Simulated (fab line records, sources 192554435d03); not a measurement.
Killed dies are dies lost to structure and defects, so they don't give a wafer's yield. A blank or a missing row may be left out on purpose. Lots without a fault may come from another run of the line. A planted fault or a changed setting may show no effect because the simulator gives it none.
Which tool did it? | flow n5_finfet | 10 lots, 30 wafers sampled, at 3 steps of a route of 1938

WHAT THE GAUGES READ, wafer by wafer
N5_BEOL_M5_CD_MEAS_11: target cd 27.74 nm.
lot  | measured     | on        | cd_nm (nm)
L581 | day 9 17:07  | cd_sem-02 | 28.03 27.90 27.86
L584 | day 10 07:25 | cd_sem-01 | 27.62 27.73 27.90
L585 | day 10 16:25 | cd_sem-01 | 27.54 28.38 27.55
L588 | day 11 05:26 | cd_sem-03 | 27.68 27.71 28.19
L589 | day 11 07:53 | cd_sem-03 | 28.34 27.68 28.39
L596 | day 12 15:42 | cd_sem-01 | 28.02 28.34 28.01
L595 | day 13 06:56 | cd_sem-02 | 27.86 27.84 28.15
L598 | day 13 23:14 | cd_sem-02 | 28.05 27.58 27.99
L602 | day 14 12:56 | cd_sem-02 | 27.84 27.99 28.05
L604 | day 15 11:10 | cd_sem-01 | 28.03 27.72 28.03

WHICH TOOL RAN EACH LOT (tool, then ch and the chambers of the sampled wafers, then the start)
lot  | N5_BEOL_M4_CMP_52             | N5_BEOL_M4_PRE_CLEAN_60
L581 | cmp-01 ch 0,2, day 9 12:49    | cvd_co-02 ch 0,1, day 9 13:07
L584 | cmp-01 ch 1,2,3, day 10 00:43 | cvd_co-01 ch 0,1, day 10 01:04
L585 | cmp-03 ch 1,2,3, day 10 12:38 | cvd_co-02 ch 0,1,2, day 10 12:53
L588 | cmp-03 ch 0,1,2, day 11 02:27 | cvd_co-01 ch 0,1, day 11 02:45
L589 | cmp-04 ch 1,2, day 11 04:17   | cvd_co-01 ch 0,1,2, day 11 04:35
L596 | cmp-04 ch 1,2,3, day 12 12:18 | cvd_co-02 ch 1,2, day 12 12:38
L595 | cmp-01 ch 2,3, day 13 03:11   | cvd_co-01 ch 0,1,2, day 13 03:31
L598 | cmp-04 ch 0,1,3, day 13 19:00 | cvd_co-02 ch 1,2, day 13 19:20
L602 | cmp-03 ch 1,2,3, day 14 09:04 | cvd_co-02 ch 1,2, day 14 09:22
L604 | cmp-01 ch 0,2,3, day 15 06:15 | cvd_co-02 ch 2, day 15 06:33
- N5_BEOL_M4_CMP_52: polishes, stops on SiOC, t overpolish 6.8 s, target thk 40 nm.
- N5_BEOL_M4_PRE_CLEAN_60: time 15 s.

WHAT THE TOOLS THEMSELVES READ (means of the sampled wafers that have a number; where no wafer has one, the mark that the record gives instead)
N5_BEOL_M4_CMP_52.
lot  | tool   | barrier_field_endpoint_s (s) | motor_current_A (A) | overpolish_run_s (s) | slurry_filter_dp_kPa (kPa) | time_to_endpoint_s (s)
L581 | cmp-01 | 25.0                         | 6.4                 | 6.795                | 13.54                      | 61
L584 | cmp-01 | 24.1                         | 5.7                 | 6.808                | 13.59                      | 62
L585 | cmp-03 | 25.3                         | 5.7                 | 6.804                | 13.54                      | 62
L588 | cmp-03 | 25.0                         | 5.5                 | 6.807                | 13.46                      | 59
L589 | cmp-04 | 24.0                         | 6.4                 | 6.795                | 13.43                      | 62
L596 | cmp-04 | 25.3                         | 6.2                 | 6.791                | 13.63                      | 61
L595 | cmp-01 | 24.1                         | 6.2                 | 6.803                | 13.57                      | 59
L598 | cmp-04 | 24.8                         | 6.2                 | 6.795                | 13.38                      | 60
L602 | cmp-03 | 23.9                         | 5.7                 | 6.799                | 13.38                      | 62
L604 | cmp-01 | 24.6                         | 6.0                 | 6.799                | 13.51                      | 60

N5_BEOL_M4_PRE_CLEAN_60.
lot  | tool      | heater_power_w (W)
L581 | cvd_co-02 | 97
L584 | cvd_co-01 | 114
L585 | cvd_co-02 | 89
L588 | cvd_co-01 | 114
L589 | cvd_co-01 | 93
L596 | cvd_co-02 | 81
L595 | cvd_co-01 | 93
L598 | cvd_co-02 | 82
L602 | cvd_co-02 | 81
L604 | cvd_co-02 | 80

THE ANSWER, worked out from the rows above alone
Rule: what is usual is taken from the lots themselves. Put in order of their means at a reading, lots are off if they are a third of the lots or fewer, leave a main group of 4 or more, and stand apart from it by a gap of 3 or more times the standard deviation of the main group's means; of several such gaps the widest counts. A main group whose means are all the same, to the digits that the tables above print for the reading, isn't used. A lot without any number at a reading at which 4 lots or more have one is off too. The other lots that the step has rows for count as sound. The gauges are gone through in route order, then the tools' own readings, and for those a lot's mean is taken as printed above. The first step at which some lot is off is used, and at that step the reading that is off furthest; a lot without a number counts as furthest.
No lot is off at any reading shown: from this, nothing can be told.

WHAT THE SIMULATOR HAD PUT IN
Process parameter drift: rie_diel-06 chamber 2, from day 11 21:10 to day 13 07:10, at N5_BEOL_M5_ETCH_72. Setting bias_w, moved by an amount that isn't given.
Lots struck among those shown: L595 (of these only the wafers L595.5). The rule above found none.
